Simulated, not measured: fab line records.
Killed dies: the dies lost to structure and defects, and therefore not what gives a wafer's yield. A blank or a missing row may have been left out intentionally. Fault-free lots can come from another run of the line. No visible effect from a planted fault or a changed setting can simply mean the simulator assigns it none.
Matching of chambers + flow n5Finfet + 4 sister chambers for N5_BEOL_M13_DESCUM_15 on rieDiel-06
The step chemistry O2, time 7.9 s. 8 wafers are shown with their chamber, then 7 later ones without.

WAFERS PAIRED WITH THEIR CHAMBERS
| wafer  | chamber | showerheadPlenumPTorr (Torr) | drypumpMotorCurrentA (A) |
|--------|---------|------------------------------|--------------------------|
| L075.2 | 1       | 2.06                         | 5.29                     |
| L075.3 | 3       | 2.22                         | 5.88                     |
| L087.5 | 0       | 2.04                         | 5.77                     |
| L087.6 | 3       | 2.21                         | 5.89                     |
| L089.3 | 1       | 2.06                         | 5.32                     |
| L089.4 | 0       | 2.04                         | 5.79                     |
| L090.3 | 2       | 2.16                         | 5.40                     |
| L090.5 | 2       | 2.16                         | 5.40                     |

WAFERS MISSING THEIR CHAMBER
| wafer  | showerheadPlenumPTorr (Torr) | drypumpMotorCurrentA (A) |
|--------|------------------------------|--------------------------|
| L090.6 | 2.04                         | 5.77                     |
| L093.1 | 2.04                         | 5.81                     |
| L093.4 | 2.20                         | 5.90                     |
| L093.6 | 2.15                         | 5.44                     |
| L096.1 | 2.06                         | 5.30                     |
| L096.4 | 2.04                         | 5.81                     |
| L096.6 | 2.06                         | 5.29                     |

EACH ONE'S CHAMBER
| wafer  | from the rows above | in truth |
|--------|---------------------|----------|
| L090.6 | 0                   | 0        |
| L093.1 | 0                   | 0        |
| L093.4 | 3                   | 3        |
| L093.6 | 2                   | 2        |
| L096.1 | 1                   | 1        |
| L096.4 | 0                   | 0        |
| L096.6 | 1                   | 1        |
7 of 7 placed correctly. Not placeable from these rows: 0. Placed wrongly: 0.
How it was worked out, from the rows above alone: a wafer's distance from a chamber is the root of the sum, over the readings, of the square of ((its reading less the chamber's mean) divided by the reading's scatter). If the next closest chamber is less than 2 further off than the closest, the wafer can't be placed; otherwise it belongs to the closest. The mean given for a chamber averages the wafers shown for that chamber. How the scatter is found: for the shown wafers, subtract from each reading the mean of its chamber, square and add these, divide the total by (wafers less chambers), then take the root.
